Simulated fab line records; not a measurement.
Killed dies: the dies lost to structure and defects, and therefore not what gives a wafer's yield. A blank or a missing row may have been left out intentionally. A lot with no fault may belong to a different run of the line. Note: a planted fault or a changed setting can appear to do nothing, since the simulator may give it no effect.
Matching of chambers :: flow n5Finfet :: rieDiel-01 running N5_BEOL_M0_STRIP_140: 4 sister chambers
The step strips in CF4. 18 wafers are shown with their chamber, then 9 later ones without.

WAFERS WITH THEIR CHAMBER
wafer: L074.1
chamber: 3
drypumpMotorCurrentA (A): 5.4
showerheadPlenumPTorr (Torr): 1.84
throttleValvePct (%): 13.67

wafer: L074.4
chamber: 0
drypumpMotorCurrentA (A): 6.5
showerheadPlenumPTorr (Torr): 1.90
throttleValvePct (%): 13.12

wafer: L074.6
chamber: 1
drypumpMotorCurrentA (A): 5.4
showerheadPlenumPTorr (Torr): 1.79
throttleValvePct (%): 13.81

wafer: L079.3
chamber: 3
drypumpMotorCurrentA (A): 5.4
showerheadPlenumPTorr (Torr): 1.83
throttleValvePct (%): 13.71

wafer: L079.4
chamber: 3
drypumpMotorCurrentA (A): 5.4
showerheadPlenumPTorr (Torr): 1.83
throttleValvePct (%): 13.70

wafer: L079.6
chamber: 1
drypumpMotorCurrentA (A): 5.4
showerheadPlenumPTorr (Torr): 1.79
throttleValvePct (%): 13.87

wafer: L082.1
chamber: 3
drypumpMotorCurrentA (A): 5.4
showerheadPlenumPTorr (Torr): 1.83
throttleValvePct (%): 13.73

wafer: L082.4
chamber: 2
drypumpMotorCurrentA (A): 5.3
showerheadPlenumPTorr (Torr): 1.84
throttleValvePct (%): 13.45

wafer: L082.6
chamber: 1
drypumpMotorCurrentA (A): 5.4
showerheadPlenumPTorr (Torr): 1.79
throttleValvePct (%): 13.88

wafer: L085.2
chamber: 2
drypumpMotorCurrentA (A): 5.3
showerheadPlenumPTorr (Torr): 1.84
throttleValvePct (%): 13.47

wafer: L085.4
chamber: 3
drypumpMotorCurrentA (A): 5.4
showerheadPlenumPTorr (Torr): 1.83
throttleValvePct (%): 13.73

wafer: L085.6
chamber: 0
drypumpMotorCurrentA (A): 6.5
showerheadPlenumPTorr (Torr): 1.89
throttleValvePct (%): 13.19

wafer: L086.2
chamber: 3
drypumpMotorCurrentA (A): 5.4
showerheadPlenumPTorr (Torr): 1.83
throttleValvePct (%): 13.73

wafer: L086.4
chamber: 2
drypumpMotorCurrentA (A): 5.3
showerheadPlenumPTorr (Torr): 1.84
throttleValvePct (%): 13.48

wafer: L086.6
chamber: 3
drypumpMotorCurrentA (A): 5.4
showerheadPlenumPTorr (Torr): 1.83
throttleValvePct (%): 13.72

wafer: L088.2
chamber: 3
drypumpMotorCurrentA (A): 5.4
showerheadPlenumPTorr (Torr): 1.83
throttleValvePct (%): 13.73

wafer: L088.3
chamber: 2
drypumpMotorCurrentA (A): 5.3
showerheadPlenumPTorr (Torr): 1.84
throttleValvePct (%): 13.51

wafer: L088.4
chamber: 1
drypumpMotorCurrentA (A): 5.3
showerheadPlenumPTorr (Torr): 1.78
throttleValvePct (%): 13.90

SIGNATURES (means of the wafers above)
reading: drypumpMotorCurrentA
chamber 0: 6.500
chamber 1: 5.375
chamber 2: 5.300
chamber 3: 5.400
scatter within a chamber: 0.0231

reading: showerheadPlenumPTorr
chamber 0: 1.8950
chamber 1: 1.7875
chamber 2: 1.8400
chamber 3: 1.8313
scatter within a chamber: 0.0039

reading: throttleValvePct
chamber 0: 13.1550
chamber 1: 13.8650
chamber 2: 13.4775
chamber 3: 13.7150
scatter within a chamber: 0.0293
Rule: for each reading, subtract the chamber's mean from the wafer's reading, divide by that reading's scatter and square the result; add these up over the readings and take the root, which gives the wafer's distance from the chamber. If the next closest chamber is less than 2 further off than the closest, the wafer can't be placed; otherwise it belongs to the closest. The scatter is the square root of a quotient: the sum, over the shown wafers, of each reading's squared deviation from its chamber's mean, divided by wafers minus chambers.

WAFERS WHOSE CHAMBER IS MISSING
wafer: L090.2
drypumpMotorCurrentA (A): 6.5
showerheadPlenumPTorr (Torr): 1.89
throttleValvePct (%): 13.23

wafer: L090.3
drypumpMotorCurrentA (A): 5.3
showerheadPlenumPTorr (Torr): 1.84
throttleValvePct (%): 13.51

wafer: L090.4
drypumpMotorCurrentA (A): 5.4
showerheadPlenumPTorr (Torr): 1.83
throttleValvePct (%): 13.78

wafer: L093.1
drypumpMotorCurrentA (A): 5.4
showerheadPlenumPTorr (Torr): 1.78
throttleValvePct (%): 13.91

wafer: L093.3
drypumpMotorCurrentA (A): 5.4
showerheadPlenumPTorr (Torr): 1.84
throttleValvePct (%): 13.52

wafer: L093.4
drypumpMotorCurrentA (A): 5.4
showerheadPlenumPTorr (Torr): 1.82
throttleValvePct (%): 13.78

wafer: L095.2
drypumpMotorCurrentA (A): 5.4
showerheadPlenumPTorr (Torr): 1.78
throttleValvePct (%): 13.92

wafer: L095.5
drypumpMotorCurrentA (A): 5.3
showerheadPlenumPTorr (Torr): 1.83
throttleValvePct (%): 13.47

wafer: L095.6
drypumpMotorCurrentA (A): 5.4
showerheadPlenumPTorr (Torr): 1.82
throttleValvePct (%): 13.79

WHICH CHAMBER EACH ONE RAN IN
wafer: L090.2
from the rows above: 0
in truth: 0

wafer: L090.3
from the rows above: 2
in truth: 2

wafer: L090.4
from the rows above: 3
in truth: 3

wafer: L093.1
from the rows above: 1
in truth: 1

wafer: L093.3
from the rows above: 2
in truth: 2

wafer: L093.4
from the rows above: 3
in truth: 3

wafer: L095.2
from the rows above: 1
in truth: 1

wafer: L095.5
from the rows above: 2
in truth: 2

wafer: L095.6
from the rows above: 3
in truth: 3
Placed correctly: 9 of 9. Left unplaced by these rows: 0. Wrongly placed: 0.
